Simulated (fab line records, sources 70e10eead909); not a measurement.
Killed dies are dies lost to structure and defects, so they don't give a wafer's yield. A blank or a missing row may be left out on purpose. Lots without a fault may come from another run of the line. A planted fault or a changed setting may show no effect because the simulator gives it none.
Problem report in the 8D (eight disciplines) form, filled by code | flow nand_harc | the parts of the form that need people (team, actions taken, sign-off) are left out

1. THE PROBLEM
killed_at_array at NHARC_END_SORT_01 reads a mean of 646 on 2 wafers of 2 lots; wafers without a fault read 63 with a standard deviation of 17. That is +34 standard deviations from the usual mean.
First seen on wafer L413.5, day 31 15:15, on prober-01. The record holds 6 wafers of 2 lots with a number at this step. Rule for "out", or "out of limits": more than 4 standard deviations from the usual mean. The other wafers with a number count as sound.

2. WHAT IT IS AND WHAT IT IS NOT
question                    | is                           | is not
which readings at this step | killed_at_array, killed_dies | killed_at_other, killed_at_periphery, killed_open
which lots                  | L412, L413                   | -
which wafers of those lots  | L412.6, L413.5               | L412.4, L412.5, L413.2, L413.4
read on which gauges        | prober-01, prober-02         | -
when                        | from day 31 15:15            | up to then (3 sound wafers); but 1 sound wafer of L412 came after

3. SUSPECTS, AND WHAT RULES EACH OUT
Counting: a tool at a process step up to the reading stays a suspect if it ran every lot that is out. Sound lots after the first of them don't rule it out here, since some wafers of a struck lot are sound.
- the gauge at NHARC_END_SORT_01: ruled out. The wafers that are out were read on 2 gauges (prober-01, prober-02).
- pecvd-03 at NHARC_A_SGD_CUT_DEP_00 (deposits SiNx, target thk 50 nm): kept. It ran every lot that is out, first L413 (day 26 08:07).
- plasma_asher-02 at NHARC_THIN_TSV_STRIP_45 (strips in O2): kept. It ran every lot that is out, first L413 (day 30 20:55).
- Within pecvd-03 at NHARC_A_SGD_CUT_DEP_00: the wafers that are out ran in chamber 0; their sound lot-mates ran in chambers 1, 2.
Left after counting: pecvd-03 at NHARC_A_SGD_CUT_DEP_00, plasma_asher-02 at NHARC_THIN_TSV_STRIP_45.

4. THE CAUSE (what the simulator had put in)
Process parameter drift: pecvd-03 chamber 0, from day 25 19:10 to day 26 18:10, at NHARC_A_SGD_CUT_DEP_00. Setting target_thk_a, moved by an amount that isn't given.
Counting left 2 suspects, and this tool is among them.

5. THE CHAIN OF EFFECTS, in route order
Each row: a reading whose mean over the struck wafers that have a number lies more than 3 standard deviations from the usual. Only readings for which the record gives a usual standard deviation are gone through. hours: the time from each lot's start at the first step in this table that gives one to its start at this step, as a median over the lots. sigmas: the change in usual standard deviations.
hours | step              | reading         | usual | on struck wafers | change | sigmas
0     | NHARC_END_SORT_01 | killed_at_array | 63    | 646              | +583   | +34
0     | NHARC_END_SORT_01 | killed_dies     | 67    | 650              | +582   | +34

6. WHAT WOULD HAVE CAUGHT IT SOONER
In this record the first reading out of limits at a measuring or inspecting step was taken at day 31 15:15, 140 hours after the fault began at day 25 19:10.
Of the tool readings at NHARC_A_SGD_CUT_DEP_00 for which the record gives a usual standard deviation, none was out on any struck wafer, so an alarm limit of 4 standard deviations on them would not have fired.
All the lots that are out (2) had begun NHARC_A_SGD_CUT_DEP_00 on pecvd-03 by day 31 15:15. A hold on the tool at that time would have spared none of them.
